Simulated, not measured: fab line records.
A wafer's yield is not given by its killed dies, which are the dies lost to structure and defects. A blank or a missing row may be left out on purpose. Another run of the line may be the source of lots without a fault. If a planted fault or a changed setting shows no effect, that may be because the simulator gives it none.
Split-lot experiment || flow n5Finfet || 7 lots, 21 wafers read, on a route of 1938 steps

== THE SPLIT ITSELF ==
At N5_BEOL_M14_ILD_DEP_00 (deposits SiO2 from TEOS/O2, target thk 1119.3 nm, time 237.4 s), the setting timeS was moved away from the recipe's 237.4 s on 5 of the 21 wafers read, by -11.0% to +12.0%. This setting was run at the recipe's value on the other wafers.

The file shows no step between the split and the reading.

== THE READING ==
At N5_BEOL_M14_THK_MEAS_01: M14_ILD_THK, given in nm. On this fab line, fault-free wafers typically give 1114 nm with a standard deviation of 15 nm.

{"wafer": "L078.1", "tool, chamber at the split": "pecvd-04, 2", "timeS as run, s": 257.4, "against the recipe": "+8.4%", "M14_ILD_THK, nm": 1222, "against lot-mates on the recipe": "+98"}
{"wafer": "L078.4", "tool, chamber at the split": "pecvd-04, 0", "timeS as run, s": 237.4, "against the recipe": "recipe", "M14_ILD_THK, nm": 1120, "against lot-mates on the recipe": "-"}
{"wafer": "L078.5", "tool, chamber at the split": "pecvd-04, 1", "timeS as run, s": 237.4, "against the recipe": "recipe", "M14_ILD_THK, nm": 1129, "against lot-mates on the recipe": "-"}
{"wafer": "L081.2", "tool, chamber at the split": "pecvd-04, 2", "timeS as run, s": 237.4, "against the recipe": "recipe", "M14_ILD_THK, nm": 1114, "against lot-mates on the recipe": "-"}
{"wafer": "L081.3", "tool, chamber at the split": "pecvd-04, 1", "timeS as run, s": 237.4, "against the recipe": "recipe", "M14_ILD_THK, nm": 1111, "against lot-mates on the recipe": "-"}
{"wafer": "L081.5", "tool, chamber at the split": "pecvd-04, 0", "timeS as run, s": 237.4, "against the recipe": "recipe", "M14_ILD_THK, nm": 1123, "against lot-mates on the recipe": "-"}
{"wafer": "L080.3", "tool, chamber at the split": "pecvd-04, 1", "timeS as run, s": 265.8, "against the recipe": "+12.0%", "M14_ILD_THK, nm": 1252, "against lot-mates on the recipe": "+113"}
{"wafer": "L080.4", "tool, chamber at the split": "pecvd-04, 0", "timeS as run, s": 265.8, "against the recipe": "+12.0%", "M14_ILD_THK, nm": 1272, "against lot-mates on the recipe": "+133"}
{"wafer": "L080.6", "tool, chamber at the split": "pecvd-04, 1", "timeS as run, s": 237.4, "against the recipe": "recipe", "M14_ILD_THK, nm": 1139, "against lot-mates on the recipe": "-"}
{"wafer": "L088.1", "tool, chamber at the split": "pecvd-01, 2", "timeS as run, s": 237.4, "against the recipe": "recipe", "M14_ILD_THK, nm": 1123, "against lot-mates on the recipe": "-"}
{"wafer": "L088.3", "tool, chamber at the split": "pecvd-01, 0", "timeS as run, s": 263.6, "against the recipe": "+11.0%", "M14_ILD_THK, nm": 1249, "against lot-mates on the recipe": "+114"}
{"wafer": "L088.5", "tool, chamber at the split": "pecvd-01, 1", "timeS as run, s": 237.4, "against the recipe": "recipe", "M14_ILD_THK, nm": 1146, "against lot-mates on the recipe": "-"}
{"wafer": "L091.1", "tool, chamber at the split": "pecvd-03, 0", "timeS as run, s": 237.4, "against the recipe": "recipe", "M14_ILD_THK, nm": 1106, "against lot-mates on the recipe": "-"}
{"wafer": "L091.2", "tool, chamber at the split": "pecvd-03, 1", "timeS as run, s": 237.4, "against the recipe": "recipe", "M14_ILD_THK, nm": 1099, "against lot-mates on the recipe": "-"}
{"wafer": "L091.6", "tool, chamber at the split": "pecvd-03, 0", "timeS as run, s": 237.4, "against the recipe": "recipe", "M14_ILD_THK, nm": 1111, "against lot-mates on the recipe": "-"}
{"wafer": "L093.1", "tool, chamber at the split": "pecvd-03, 1", "timeS as run, s": 237.4, "against the recipe": "recipe", "M14_ILD_THK, nm": 1107, "against lot-mates on the recipe": "-"}
{"wafer": "L093.2", "tool, chamber at the split": "pecvd-03, 0", "timeS as run, s": 237.4, "against the recipe": "recipe", "M14_ILD_THK, nm": 1100, "against lot-mates on the recipe": "-"}
{"wafer": "L093.4", "tool, chamber at the split": "pecvd-03, 0", "timeS as run, s": 237.4, "against the recipe": "recipe", "M14_ILD_THK, nm": 1118, "against lot-mates on the recipe": "-"}
{"wafer": "L096.2", "tool, chamber at the split": "pecvd-03, 0", "timeS as run, s": 237.4, "against the recipe": "recipe", "M14_ILD_THK, nm": 1097, "against lot-mates on the recipe": "-"}
{"wafer": "L096.5", "tool, chamber at the split": "pecvd-03, 0", "timeS as run, s": 211.4, "against the recipe": "-11.0%", "M14_ILD_THK, nm": 985, "against lot-mates on the recipe": -124}
{"wafer": "L096.6", "tool, chamber at the split": "pecvd-03, 1", "timeS as run, s": 237.4, "against the recipe": "recipe", "M14_ILD_THK, nm": 1120, "against lot-mates on the recipe": "-"}

FIT RESULTS
A straight line over all 21 wafers: M14_ILD_THK changes by +12.1 nm for each +1% of timeS; r = +0.98; the points scatter about the line by 13 nm.
The same after taking each lot's own level away (the mean of its wafers on the recipe; 21 wafers): +10.7 nm for each +1%; r = +0.99; scatter 8.1 nm.
On that fit, the largest move of timeS shifts the reading by 1.3e+02 nm.
Across the lots, their own levels run from 1105.3 to 1139.0 nm, a range of 2.2 times the standard deviation given above.
Hence the slope depends on the lot-to-lot level, as the two fits are not the same.
Check: for one of the wafers moved furthest among these (+12.0%), held out of the fit, the line's prediction against its lot-mates is +132 nm. Against them it came out at +113 nm.

== THE OTHER SPLITS THESE WAFERS WENT THROUGH ==
These wafers also went through other splits before the reading. Each is held against what the fit with the lots' levels taken away leaves over:
{"other split on the same wafers": "N5_BEOL_M12_SPUTTER_45 timeS", "wafers away from the commonest value": 6, "r with M14_ILD_THK (lot level and that fit taken away)": "+0.00"}
{"other split on the same wafers": "N5_BEOL_M13_CMP_49 downForcePsi", "wafers away from the commonest value": 7, "r with M14_ILD_THK (lot level and that fit taken away)": "+0.09"}

== THE WHOLE CHAIN: every reading that the file lists as answering this split, in the file's order ==
{"step": "N5_BEOL_M14_ILD_DEP_00", "what it does": "deposits SiO2 from TEOS/O2, target thk 1119.3 nm, time 237.4 s", "reading": "SiO2_of_BEOL_M14_ILD_DEP_00.thkNm (the simulator's own value, which no gauge read)", "change (the file's fit)": "+10.9 nm for each +1% of the setting", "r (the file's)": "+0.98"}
{"step": "N5_BEOL_M14_THK_MEAS_01", "what it does": "", "reading": "M14_ILD_THK", "change (the file's fit)": "+10.8 for each +1% of the setting", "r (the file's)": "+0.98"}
{"step": "N5_BEOL_M14_VIA_ETCH_16", "what it does": "etches SiO2 in C4F8/O2/Ar, target depth 1231.3 nm", "reading": "etch.depthNm (the simulator's own value, which no gauge read)", "change (the file's fit)": "+10.9 nm for each +1% of the setting", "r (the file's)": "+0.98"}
{"step": "N5_BEOL_M14_VIA_ETCH_16", "what it does": "etches SiO2 in C4F8/O2/Ar, target depth 1231.3 nm", "reading": "coat_of_BEOL_M14_COAT_04.thkNm (the simulator's own value, which no gauge read)", "change (the file's fit)": "-2.81 nm for each +1% of the setting", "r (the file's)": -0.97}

== THE FILE'S OWN FIT ==
M14_ILD_THK changes by +10.8 nm for each +1% of timeS, r = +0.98.
